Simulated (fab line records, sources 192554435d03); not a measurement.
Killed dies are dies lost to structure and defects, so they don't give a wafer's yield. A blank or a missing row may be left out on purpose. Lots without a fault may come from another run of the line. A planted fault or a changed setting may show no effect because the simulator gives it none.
Split-lot experiment | flow n5_finfet | 7 lots, 39 wafers read, on a route of 1938 steps

THE SPLIT
At N5_BEOL_M9_HM_DEP_02 (deposits TiN, target thk 20 nm), the setting target_thk_a was moved away from the recipe's 200 angstrom on 12 of the 39 wafers read, by -57.6% to +57.7%. The other wafers ran this setting at the recipe's value.

FROM THE SPLIT TO THE READING: what the file shows between them, 4 steps
- N5_BEOL_M9_COAT_59: time 60 s, resist thk 100 nm
- N5_BEOL_M9_COAT_60: time 60 s, resist thk 30 nm
- N5_BEOL_M9_STRIP_68: strips in N2/H2
- N5_BEOL_M9_STRIP_67: strips in CF4

THE READING
etch.depth_nm (the simulator's own value, which no gauge read), in nm, at N5_BEOL_M9_HM_OPEN_17 (chemistry Cl2/BCl3, target TiN, target depth 20 nm, overetch 6 nm). The file gives no usual value for it. The 27 wafers here that ran the recipe average 19.967 nm, standard deviation 0.11 nm.

wafer  | tool, chamber at the split | target_thk_a as run, angstrom | against the recipe | etch.depth_nm, nm | against lot-mates on the recipe
L074.1 | pvd_sputter-01, -          | 200                           | recipe             | 19.96             | -
L074.5 | pvd_sputter-01, -          | 200                           | recipe             | 20.1              | -
L074.6 | pvd_sputter-01, -          | 200                           | recipe             | 20.01             | -
L076.1 | pvd_sputter-03, -          | 200                           | recipe             | 19.81             | -
L076.2 | pvd_sputter-03, -          | 200                           | recipe             | 20.02             | -
L076.3 | pvd_sputter-03, -          | 277.3                         | +38.7%             | 26.58             | +6.627
L076.4 | pvd_sputter-03, -          | 277.3                         | +38.7%             | 25.93             | +5.977
L076.5 | pvd_sputter-03, -          | 200                           | recipe             | 20.03             | -
L076.6 | pvd_sputter-03, -          | 277.3                         | +38.7%             | 26.33             | +6.377
L079.1 | pvd_sputter-03, -          | 200                           | recipe             | 20.02             | -
L079.2 | pvd_sputter-03, -          | 200                           | recipe             | 19.99             | -
L079.3 | pvd_sputter-03, -          | 200                           | recipe             | 20.12             | -
L079.4 | pvd_sputter-03, -          | 200                           | recipe             | 20.15             | -
L079.5 | pvd_sputter-03, -          | 200                           | recipe             | 20.19             | -
L079.6 | pvd_sputter-03, -          | 200                           | recipe             | 19.95             | -
L081.1 | pvd_sputter-03, -          | 200                           | recipe             | 19.97             | -
L081.2 | pvd_sputter-03, -          | 266.5                         | +33.2%             | 26.07             | +6.203
L081.3 | pvd_sputter-03, -          | 266.5                         | +33.2%             | 26.29             | +6.423
L081.4 | pvd_sputter-03, -          | 200                           | recipe             | 19.83             | -
L081.5 | pvd_sputter-03, -          | 266.5                         | +33.2%             | 26.13             | +6.263
L081.6 | pvd_sputter-03, -          | 200                           | recipe             | 19.8              | -
L089.1 | pvd_sputter-03, -          | 200                           | recipe             | 19.93             | -
L089.2 | pvd_sputter-03, -          | 200                           | recipe             | 19.99             | -
L089.3 | pvd_sputter-03, -          | 200                           | recipe             | 19.9              | -
L089.4 | pvd_sputter-03, -          | 200                           | recipe             | 19.81             | -
L089.5 | pvd_sputter-03, -          | 200                           | recipe             | 20.08             | -
L089.6 | pvd_sputter-03, -          | 200                           | recipe             | 19.96             | -
L090.1 | pvd_sputter-03, -          | 84.83                         | -57.6%             | 8.265             | -11.605
L090.2 | pvd_sputter-03, -          | 200                           | recipe             | 19.97             | -
L090.3 | pvd_sputter-03, -          | 84.83                         | -57.6%             | 8.432             | -11.438
L090.4 | pvd_sputter-03, -          | 200                           | recipe             | 19.92             | -
L090.5 | pvd_sputter-03, -          | 84.83                         | -57.6%             | 8.208             | -11.662
L090.6 | pvd_sputter-03, -          | 200                           | recipe             | 19.72             | -
L092.1 | pvd_sputter-01, -          | 315.4                         | +57.7%             | 26.31             | +6.350
L092.2 | pvd_sputter-01, -          | 315.4                         | +57.7%             | 26.35             | +6.390
L092.3 | pvd_sputter-01, -          | 200                           | recipe             | 20.05             | -
L092.4 | pvd_sputter-01, -          | 200                           | recipe             | 20.03             | -
L092.5 | pvd_sputter-01, -          | 200                           | recipe             | 19.8              | -
L092.6 | pvd_sputter-01, -          | 315.4                         | +57.7%             | 26.44             | +6.480

THE FIT
A straight line over all 39 wafers: etch.depth_nm changes by +0.164 nm for each +1% of target_thk_a; r = +0.97; the points scatter about the line by 1 nm.
The same after taking each lot's own level away (the mean of its wafers on the recipe; 39 wafers): +0.164 nm for each +1%; r = +0.97; scatter 1 nm.
On that fit, the largest move of target_thk_a shifts the reading by 9.4 nm.
The lots' own levels span 19.8667 to 20.0700 nm, that is 1.8 times the standard deviation above.
So the lot-to-lot level changes the slope little: the two slopes agree.
Check: with one of the wafers moved furthest among these (+57.7%) left out of the fit, the line predicts +9.52 nm for it against its lot-mates. It came out at +6.35 nm against them.

THE WHOLE CHAIN: every reading that the file lists as answering this split, in the file's order
step                  | what it does                                                      | reading                                                                          | change (the file's fit)               | r (the file's)
N5_BEOL_M9_HM_DEP_02  | deposits TiN, target thk 20 nm                                    | TiN_of_BEOL_M9_HM_DEP_02.thk_nm (the simulator's own value, which no gauge read) | +0.2 nm for each +1% of the setting   | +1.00
N5_BEOL_M9_HM_OPEN_17 | chemistry Cl2/BCl3, target TiN, target depth 20 nm, overetch 6 nm | etch.depth_nm (the simulator's own value, which no gauge read)                   | +0.161 nm for each +1% of the setting | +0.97

THE FILE'S OWN FIT
etch.depth_nm changes by +0.161 nm for each +1% of target_thk_a, r = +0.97.
